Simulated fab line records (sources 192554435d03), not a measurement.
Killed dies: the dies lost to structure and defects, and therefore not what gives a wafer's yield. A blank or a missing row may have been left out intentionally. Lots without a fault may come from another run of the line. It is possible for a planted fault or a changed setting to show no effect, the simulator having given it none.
Lot-split experiment -- flow n5-finfet -- route with 1938 steps; 7 lots, 39 wafers read

== SPLIT DETAILS ==
At N5_MOL_CONTACT_COAG_ETCHBACK_136 (etches SiO2 in CHF3, target depth 25 nm, time 16.7 s), the setting target-depth-a was moved away from the recipe's 250 angstrom on 9 of the 39 wafers read, by -20.3% to +54.0%. This setting was run at the recipe's value on the other wafers.

== FROM THE SPLIT TO THE READING: what the file shows between them, 2 steps ==
- N5_MOL_CONTACT_COAG_STRIP_120: strips in CHF3
- N5_MOL_CONTACT_COAG_VIA_ETCH_117: etches SiO2 in C4F6/O2, target depth 40 nm, overetch 8 nm, time 26 s

== THE READING ==
SOC_of_MOL_CONTACT_COAG_COAT_62.thk-nm (the simulator's own value, which no gauge read), in nm, at N5_MOL_CONTACT_COAG_ETCH_124 (etches SiNx in CH3F/O2, stops on SiOC, target depth 6.5 nm). No usual value for it is given in the file. The 30 wafers here that ran the recipe average 48.3 nm, standard deviation 0.18 nm.

wafer,"tool, chamber at the split","target-depth-a as run, angstrom",against the recipe,"SOC_of_MOL_CONTACT_COAG_COAT_62.thk-nm, nm",against lot-mates on the recipe
L080.1,"rie-diel-02, 3,2,2",250,recipe,48.2,-
L080.4,"rie-diel-02, 3,2,2",250,recipe,48.2,-
L080.2,"rie-diel-02, 1,0,1",250,recipe,48.4,-
L080.6,"rie-diel-02, 1,0,1",250,recipe,48.4,-
L080.3,"rie-diel-02, 1,0,1",250,recipe,48.6,-
L080.5,"rie-diel-02, 3,2,2",250,recipe,48,-
L083.1,"rie-diel-02, 2",199.3,-20.3%,48.6,+0.5
L083.2,"rie-diel-02, 3,2",250,recipe,48.2,-
L083.3,"rie-diel-02, 1",250,recipe,48.4,-
L083.4,"rie-diel-02, 0,3",199.3,-20.3%,49,+0.9
L083.5,"rie-diel-02, 3,2",250,recipe,47.8,-
L083.6,"rie-diel-02, 0,3",199.3,-20.3%,48.8,+0.7
L090.1,"rie-diel-01, 1",336.9,+34.8%,48,-0.3
L090.2,"rie-diel-01, 3",336.9,+34.8%,47,-1.3
L090.3,"rie-diel-01, 0",336.9,+34.8%,47.4,-0.9
L090.4,"rie-diel-01, 2,3,2",250,recipe,48.4,-
L090.6,"rie-diel-01, 2,3,2",250,recipe,48.4,-
L090.5,"rie-diel-01, 2,3,2",250,recipe,48,-
L092.1,"rie-diel-02, 1",250,recipe,48.4,-
L092.4,"rie-diel-02, 3",250,recipe,48.4,-
L092.5,"rie-diel-02, 1",250,recipe,48.4,-
L092.2,"rie-diel-02, 2",385.1,+54.0%,47,-1.4
L092.3,"rie-diel-02, 0,2",385.1,+54.0%,47,-1.4
L092.6,"rie-diel-02, 0,2",385.1,+54.0%,46.8,-1.6
L094.1,"rie-diel-02, 2,3",250,recipe,48.2,-
L094.3,"rie-diel-02, 1,0,0",250,recipe,48.2,-
L094.4,"rie-diel-02, 1,0,0",250,recipe,48.2,-
L094.5,"rie-diel-02, 2,3",250,recipe,48.2,-
L094.6,"rie-diel-02, 1,0,0",250,recipe,48.2,-
L094.2,"rie-diel-02, 3",250,recipe,48.4,-
L095.1,"rie-diel-01, 3,0,1,2,3",250,recipe,48.2,-
L095.6,"rie-diel-01, 3,0,1,2,3",250,recipe,48.2,-
L095.2,"rie-diel-01, 3,0,1,2,3",250,recipe,48.4,-
L095.4,"rie-diel-01, 3,0,1,2,3",250,recipe,48.4,-
L095.3,"rie-diel-01, 3,0,1,2,3",250,recipe,48.6,-
L095.5,"rie-diel-01, 2",250,recipe,48.6,-
L096.1,"rie-diel-02, 0,1",250,recipe,48.4,-
L096.2,"rie-diel-02, 0,1",250,recipe,48.4,-
L096.3,"rie-diel-02, 2",250,recipe,48.4,-
If several chambers appear in one row, that row covers several wafers at once and the file leaves open which wafer was in which chamber.

FIT RESULTS
A straight line over all 39 wafers: SOC_of_MOL_CONTACT_COAG_COAT_62.thk-nm changes by -0.025 nm for each +1% of target-depth-a; r = -0.91; the points scatter about the line by 0.21 nm.
The same after taking each lot's own level away (the mean of its wafers on the recipe; 39 wafers): -0.0268 nm for each +1%; r = -0.93; scatter 0.19 nm.
That fit puts the effect of the largest move of target-depth-a on the reading at 1.5 nm.
The span of the lots' own levels, 48.13 to 48.40 nm, comes to 1.5 times the standard deviation stated above.
So the lot-to-lot level changes the slope little: the two slopes agree.
Check: with one of the wafers moved furthest among these (+54.0%) left out of the fit, the line predicts -1.44 nm for it against its lot-mates. Against them it came out at -1.4 nm.

== OTHER SPLITS APPLIED TO THESE WAFERS ==
Other splits were also applied to these wafers ahead of the reading. Each is held against what the fit with the lots' levels taken away leaves over:
other split on the same wafers,wafers away from the commonest value,r with SOC_of_MOL_CONTACT_COAG_COAT_62.thk-nm (lot level and that fit taken away)
N5_FIN_SAQP_SPACER1_ALD_24 ald-cycles,15,-0.06
N5_DUMMY_GATE_ETCH_32 time-s,6,+0.15
N5_SDB_ETCH_18 time-s,18,+0.00

== THE WHOLE CHAIN: every reading that the file lists as answering this split, in the file's order ==
step,what it does,reading,change (the file's fit),r (the file's)
N5_MOL_CONTACT_COAG_ETCHBACK_136,"etches SiO2 in CHF3, target depth 25 nm, time 16.7 s","SOC_of_MOL_CONTACT_COAG_COAT_62.thk-nm (the simulator's own value, which no gauge read)",-0.0263 nm for each +1% of the setting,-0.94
N5_MOL_CONTACT_COAG_VIA_ETCH_117,"etches SiO2 in C4F6/O2, target depth 40 nm, overetch 8 nm, time 26 s","etch.depth-nm (the simulator's own value, which no gauge read)",-0.247 nm for each +1% of the setting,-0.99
N5_MOL_CONTACT_COAG_VIA_ETCH_117,"etches SiO2 in C4F6/O2, target depth 40 nm, overetch 8 nm, time 26 s","MOL_CONTACT_COAG.feature-depth-nm (the simulator's own value, which no gauge read)",-0.247 nm for each +1% of the setting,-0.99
N5_MOL_CONTACT_COAG_ETCH_124,"etches SiNx in CH3F/O2, stops on SiOC, target depth 6.5 nm","SOC_of_MOL_CONTACT_COAG_COAT_62.thk-nm (the simulator's own value, which no gauge read)",-0.0266 nm for each +1% of the setting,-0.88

== THE FILE'S OWN FIT ==
SOC_of_MOL_CONTACT_COAG_COAT_62.thk-nm changes by -0.0266 nm for each +1% of target-depth-a, r = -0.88.
